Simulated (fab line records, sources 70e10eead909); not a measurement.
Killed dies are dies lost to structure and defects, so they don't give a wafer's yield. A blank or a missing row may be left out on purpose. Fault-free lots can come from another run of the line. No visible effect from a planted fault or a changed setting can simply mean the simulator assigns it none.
Which tool was responsible? / flow nandHarc / 12 lots with 36 wafers sampled at 5 steps, on a route of 1159 steps

## WHAT EACH GAUGE READ, for each wafer
NHARC_A_CONTACT_INSPECT_71. Usual: rawDefectCount at 27, with a standard deviation of 13.
lot=L584; measured=day 17 00:40; on=defectInspect-02; rawDefectCount=4 10 11; flag=
lot=L587; measured=day 17 02:19; on=defectInspect-02; rawDefectCount=17 18 13; flag=
lot=L588; measured=day 19 03:27; on=defectInspect-01; rawDefectCount=5 5 7; flag=
lot=L595; measured=day 19 13:25; on=defectInspect-01; rawDefectCount=21 31 34; flag=
lot=L594; measured=day 20 12:44; on=defectInspect-02; rawDefectCount=22 27 32; flag=
lot=L600; measured=day 20 17:20; on=defectInspect-02; rawDefectCount=32 26 44; flag=
lot=L598; measured=day 21 03:38; on=defectInspect-02; rawDefectCount=11 26 18; flag=
lot=L602; measured=day 21 18:49; on=defectInspect-01; rawDefectCount=47 30 40; flag=
lot=L603; measured=day 22 07:52; on=defectInspect-02; rawDefectCount=55 52 52; flag=
lot=L604; measured=day 22 08:49; on=defectInspect-02; rawDefectCount=10 22 19; flag=
lot=L605; measured=day 22 12:42; on=defectInspect-02; rawDefectCount=37 25 38; flag=
lot=L606; measured=day 22 12:58; on=defectInspect-02; rawDefectCount=9 20 19; flag=

NHARC_END_SORT_01. Usual: killedAtArray 25, standard deviation 9.5; killedAtOther 0.8, standard deviation 1.2; killedAtPeriphery 3.4, standard deviation 2.2; killedDies 29, standard deviation 10; killedOpen 3.3, standard deviation 1.8; killedShort 2.1, standard deviation 1.4.
lot=L595; measured=day 22 06:49; on=prober-01; killedAtArray=675 672 671; killedAtOther=0 0 0; killedAtPeriphery=2 5 6; killedDies=677 677 677; killedOpen=0 1 6; killedShort=4 5 0; flag=OFF
lot=L594; measured=day 23 07:20; on=prober-02; killedAtArray=669 670 664; killedAtOther=2 5 1; killedAtPeriphery=6 2 12; killedDies=677 677 677; killedOpen=7 1 2; killedShort=3 3 2; flag=OFF

## WHAT TOOL EACH LOT RAN ON (gives the tool, then ch and the chambers of the sampled wafers, and finally the start)
lot=L584; NHARC_A_CONTACT_ETCH_78=rieDiel-09 ch 1,2, day 17 02:34 or earlier; NHARC_A_CONTACT_ETCH_125=harCapEtch-02 ch 0,1, day 17 02:34; NHARC_A_CONTACT_ETCH_126=harCapEtch-02 ch 0,1, day 17 02:42
lot=L587; NHARC_A_CONTACT_ETCH_78=rieDiel-11 ch 0,2, day 17 03:54 or earlier; NHARC_A_CONTACT_ETCH_125=harCapEtch-03 ch 0,1, day 17 03:54; NHARC_A_CONTACT_ETCH_126=harCapEtch-03 ch 0,1, day 17 04:02
lot=L588; NHARC_A_CONTACT_ETCH_78=rieDiel-11 ch 0,2, day 19 05:02 or earlier; NHARC_A_CONTACT_ETCH_125=harCapEtch-01 ch 0,1, day 19 05:02; NHARC_A_CONTACT_ETCH_126=harCapEtch-01 ch 0,1, day 19 05:11
lot=L595; NHARC_A_CONTACT_ETCH_78=rieDiel-10 ch 0,1,3, day 19 15:04 or earlier; NHARC_A_CONTACT_ETCH_125=harCapEtch-01 ch 0,1, day 19 15:04; NHARC_A_CONTACT_ETCH_126=harCapEtch-01 ch 0,1, day 19 15:13
lot=L594; NHARC_A_CONTACT_ETCH_78=rieDiel-11 ch 0,1,3, day 20 14:07 or earlier; NHARC_A_CONTACT_ETCH_125=harCapEtch-01 ch 0,1, day 20 14:07; NHARC_A_CONTACT_ETCH_126=harCapEtch-01 ch 0,1, day 20 14:16
lot=L600; NHARC_A_CONTACT_ETCH_78=rieDiel-09 ch 1,2,3, day 20 18:44 or earlier; NHARC_A_CONTACT_ETCH_125=harCapEtch-02 ch 0,1, day 20 18:44; NHARC_A_CONTACT_ETCH_126=harCapEtch-02 ch 0,1, day 20 18:53
lot=L598; NHARC_A_CONTACT_ETCH_78=rieDiel-09 ch 0,1, day 21 05:05 or earlier; NHARC_A_CONTACT_ETCH_125=harCapEtch-03 ch 0,1, day 21 05:05; NHARC_A_CONTACT_ETCH_126=harCapEtch-03 ch 0,1, day 21 05:14
lot=L602; NHARC_A_CONTACT_ETCH_78=rieDiel-11 ch 0,3, day 21 20:12 or earlier; NHARC_A_CONTACT_ETCH_125=harCapEtch-02 ch 0,1, day 21 20:12; NHARC_A_CONTACT_ETCH_126=harCapEtch-02 ch 0,1, day 21 20:20
lot=L603; NHARC_A_CONTACT_ETCH_78=rieDiel-09 ch 0,1,2, day 22 09:29 or earlier; NHARC_A_CONTACT_ETCH_125=harCapEtch-01 ch 0,1, day 22 09:29; NHARC_A_CONTACT_ETCH_126=harCapEtch-01 ch 0,1, day 22 09:37
lot=L604; NHARC_A_CONTACT_ETCH_78=rieDiel-11 ch 0,2,3, day 22 10:34 or earlier; NHARC_A_CONTACT_ETCH_125=harCapEtch-03 ch 0,1, day 22 10:34; NHARC_A_CONTACT_ETCH_126=harCapEtch-03 ch 0,1, day 22 10:43
lot=L605; NHARC_A_CONTACT_ETCH_78=rieDiel-10 ch 0,2,3, day 22 14:13 or earlier; NHARC_A_CONTACT_ETCH_125=harCapEtch-02 ch 0,1, day 22 14:13; NHARC_A_CONTACT_ETCH_126=harCapEtch-02 ch 0,1, day 22 14:22
lot=L606; NHARC_A_CONTACT_ETCH_78=rieDiel-09 ch 2,3, day 22 14:38 or earlier; NHARC_A_CONTACT_ETCH_125=harCapEtch-01 ch 0,1, day 22 14:38; NHARC_A_CONTACT_ETCH_126=harCapEtch-01 ch 0,1, day 22 14:47
- NHARC_A_CONTACT_ETCH_78: etches the open film in O2/COS, target depth 2800 nm, time 728 s.
- NHARC_A_CONTACT_ETCH_125: etches the open film in C4F8/O2/Ar, time 155 s, target depth 956 nm.
- NHARC_A_CONTACT_ETCH_126: etches the open film in C4F8/O2/Ar, time 155 s, target depth 956 nm.

## AS READ BY THE TOOLS THEMSELVES (means over the sampled wafers that have a number; for cases with no such wafer, the mark the record gives instead)
NHARC_A_CONTACT_ETCH_78. Usual: biasW 299.9 W (standard deviation 1); chamberPressureMTorr 19.998 mTorr (standard deviation 0.018); drypumpMotorCurrentA 5.5 A (standard deviation 0.41); oesProductAu 0.999 a.u. (standard deviation 0.0077); rfVppV 313.4 V (standard deviation 2.3); showerheadPlenumPTorr 3.07 Torr (standard deviation 0.15); throttleValvePct 28.330 % (standard deviation 0.0099).
lot=L584; tool=rieDiel-09; biasW (W)=299.9; chamberPressureMTorr (mTorr)=19.998; drypumpMotorCurrentA (A)=5.9; oesProductAu (a.u.)=0.991; rfVppV (V)=314.6; showerheadPlenumPTorr (Torr)=3.13; throttleValvePct (%)=28.329; flag=
lot=L587; tool=rieDiel-11; biasW (W)=299.7; chamberPressureMTorr (mTorr)=20.018; drypumpMotorCurrentA (A)=5.7; oesProductAu (a.u.)=0.995; rfVppV (V)=312.7; showerheadPlenumPTorr (Torr)=3.02; throttleValvePct (%)=28.334; flag=
lot=L588; tool=rieDiel-11; biasW (W)=301.3; chamberPressureMTorr (mTorr)=19.991; drypumpMotorCurrentA (A)=5.6; oesProductAu (a.u.)=1.000; rfVppV (V)=312.6; showerheadPlenumPTorr (Torr)=3.02; throttleValvePct (%)=28.327; flag=
lot=L595; tool=rieDiel-10; biasW (W)=299.6; chamberPressureMTorr (mTorr)=20.002; drypumpMotorCurrentA (A)=5.4; oesProductAu (a.u.)=1.011; rfVppV (V)=314.8; showerheadPlenumPTorr (Torr)=3.16; throttleValvePct (%)=28.327; flag=
lot=L594; tool=rieDiel-11; biasW (W)=301.5; chamberPressureMTorr (mTorr)=19.982; drypumpMotorCurrentA (A)=5.4; oesProductAu (a.u.)=0.993; rfVppV (V)=312.6; showerheadPlenumPTorr (Torr)=3.00; throttleValvePct (%)=28.334; flag=
lot=L600; tool=rieDiel-09; biasW (W)=300.2; chamberPressureMTorr (mTorr)=20.011; drypumpMotorCurrentA (A)=5.6; oesProductAu (a.u.)=1.003; rfVppV (V)=314.2; showerheadPlenumPTorr (Torr)=3.09; throttleValvePct (%)=28.327; flag=
lot=L598; tool=rieDiel-09; biasW (W)=300.0; chamberPressureMTorr (mTorr)=20.004; drypumpMotorCurrentA (A)=5.3; oesProductAu (a.u.)=0.998; rfVppV (V)=315.9; showerheadPlenumPTorr (Torr)=3.21; throttleValvePct (%)=28.326; flag=
lot=L602; tool=rieDiel-11; biasW (W)=300.4; chamberPressureMTorr (mTorr)=20.005; drypumpMotorCurrentA (A)=5.2; oesProductAu (a.u.)=1.001; rfVppV (V)=314.0; showerheadPlenumPTorr (Torr)=3.11; throttleValvePct (%)=28.328; flag=
lot=L603; tool=rieDiel-09; biasW (W)=299.8; chamberPressureMTorr (mTorr)=19.990; drypumpMotorCurrentA (A)=5.6; oesProductAu (a.u.)=0.990; rfVppV (V)=314.7; showerheadPlenumPTorr (Torr)=3.16; throttleValvePct (%)=28.333; flag=
lot=L604; tool=rieDiel-11; biasW (W)=299.3; chamberPressureMTorr (mTorr)=20.014; drypumpMotorCurrentA (A)=5.4; oesProductAu (a.u.)=0.995; rfVppV (V)=311.6; showerheadPlenumPTorr (Torr)=3.00; throttleValvePct (%)=28.332; flag=
lot=L605; tool=rieDiel-10; biasW (W)=299.3; chamberPressureMTorr (mTorr)=19.988; drypumpMotorCurrentA (A)=5.5; oesProductAu (a.u.)=1.003; rfVppV (V)=312.5; showerheadPlenumPTorr (Torr)=3.05; throttleValvePct (%)=28.332; flag=
lot=L606; tool=rieDiel-09; biasW (W)=300.2; chamberPressureMTorr (mTorr)=19.994; drypumpMotorCurrentA (A)=5.7; oesProductAu (a.u.)=0.998; rfVppV (V)=314.4; showerheadPlenumPTorr (Torr)=3.14; throttleValvePct (%)=28.336; flag=

NHARC_A_CONTACT_ETCH_125. Usual: chamberPressureMTorr 19.998 mTorr, standard deviation 0.016; oesAirLineAu 0.998 a.u., standard deviation 0.02.
lot=L584; tool=harCapEtch-02; chamberPressureMTorr (mTorr)=19.995; oesAirLineAu (a.u.)=1.005; flag=
lot=L587; tool=harCapEtch-03; chamberPressureMTorr (mTorr)=20.002; oesAirLineAu (a.u.)=1.000; flag=
lot=L588; tool=harCapEtch-01; chamberPressureMTorr (mTorr)=19.979; oesAirLineAu (a.u.)=1.012; flag=
lot=L595; tool=harCapEtch-01; chamberPressureMTorr (mTorr)=20.000; oesAirLineAu (a.u.)=0.983; flag=
lot=L594; tool=harCapEtch-01; chamberPressureMTorr (mTorr)=19.991; oesAirLineAu (a.u.)=0.980; flag=
lot=L600; tool=harCapEtch-02; chamberPressureMTorr (mTorr)=19.984; oesAirLineAu (a.u.)=0.994; flag=
lot=L598; tool=harCapEtch-03; chamberPressureMTorr (mTorr)=20.004; oesAirLineAu (a.u.)=0.994; flag=
lot=L602; tool=harCapEtch-02; chamberPressureMTorr (mTorr)=19.998; oesAirLineAu (a.u.)=1.011; flag=
lot=L603; tool=harCapEtch-01; chamberPressureMTorr (mTorr)=19.995; oesAirLineAu (a.u.)=1.010; flag=
lot=L604; tool=harCapEtch-03; chamberPressureMTorr (mTorr)=20.005; oesAirLineAu (a.u.)=1.013; flag=
lot=L605; tool=harCapEtch-02; chamberPressureMTorr (mTorr)=19.992; oesAirLineAu (a.u.)=1.001; flag=
lot=L606; tool=harCapEtch-01; chamberPressureMTorr (mTorr)=20.009; oesAirLineAu (a.u.)=1.011; flag=

NHARC_A_CONTACT_ETCH_126. Usual: chamberPressureMTorr 20.001 mTorr, standard deviation 0.02; oesAirLineAu 1.001 a.u., standard deviation 0.02.
lot=L584; tool=harCapEtch-02; chamberPressureMTorr (mTorr)=20.007; oesAirLineAu (a.u.)=0.997; flag=
lot=L587; tool=harCapEtch-03; chamberPressureMTorr (mTorr)=20.002; oesAirLineAu (a.u.)=0.996; flag=
lot=L588; tool=harCapEtch-01; chamberPressureMTorr (mTorr)=20.007; oesAirLineAu (a.u.)=1.007; flag=
lot=L595; tool=harCapEtch-01; chamberPressureMTorr (mTorr)=-; oesAirLineAu (a.u.)=-; flag=OFF
lot=L594; tool=harCapEtch-01; chamberPressureMTorr (mTorr)=-; oesAirLineAu (a.u.)=-; flag=OFF
lot=L600; tool=harCapEtch-02; chamberPressureMTorr (mTorr)=19.996; oesAirLineAu (a.u.)=0.985; flag=
lot=L598; tool=harCapEtch-03; chamberPressureMTorr (mTorr)=20.004; oesAirLineAu (a.u.)=1.025; flag=
lot=L602; tool=harCapEtch-02; chamberPressureMTorr (mTorr)=19.995; oesAirLineAu (a.u.)=0.986; flag=
lot=L603; tool=harCapEtch-01; chamberPressureMTorr (mTorr)=20.015; oesAirLineAu (a.u.)=0.993; flag=
lot=L604; tool=harCapEtch-03; chamberPressureMTorr (mTorr)=19.999; oesAirLineAu (a.u.)=1.017; flag=
lot=L605; tool=harCapEtch-02; chamberPressureMTorr (mTorr)=19.998; oesAirLineAu (a.u.)=0.989; flag=
lot=L606; tool=harCapEtch-01; chamberPressureMTorr (mTorr)=20.020; oesAirLineAu (a.u.)=1.021; flag=

## THE ANSWER, worked out from the rows above alone
Rule: lot off if the mean of its wafers having a number is beyond 3 standard deviations from the usual mean. Also off: a lot with no number at a reading for which 4 or more lots have one. Any other lot the step has rows for is counted as sound. First the gauges in route order, then the tools' own readings, where a lot's mean is used as printed above. The first step at which some lot is off is used, and at that step the reading that is off furthest; a lot without a number counts as furthest.
Off: L595, L594, at NHARC_END_SORT_01 (killedAtArray). Neither off nor sound, because the step has no rows for them: L584, L587, L588, L600, L598, L602, L603, L604, L605, L606.
A tool fits if, at a process step before that reading, it ran every lot that is off, and no sound lot after the first of them. The gauges at NHARC_END_SORT_01 aren't tried: what is off there is off at NHARC_A_CONTACT_ETCH_126 too, on other tools, and a gauge's error can't cause that. Because NHARC_A_CONTACT_ETCH_78 lacks a start for some lots, the hours and order of its lots are taken from NHARC_A_CONTACT_ETCH_125. One candidate fits, namely harCapEtch-01 at NHARC_A_CONTACT_ETCH_125 and NHARC_A_CONTACT_ETCH_126. It ran no sound lot before its first lot that is off in this sample, so the start can't be narrowed down.

## WHAT THE SIMULATOR PUT IN
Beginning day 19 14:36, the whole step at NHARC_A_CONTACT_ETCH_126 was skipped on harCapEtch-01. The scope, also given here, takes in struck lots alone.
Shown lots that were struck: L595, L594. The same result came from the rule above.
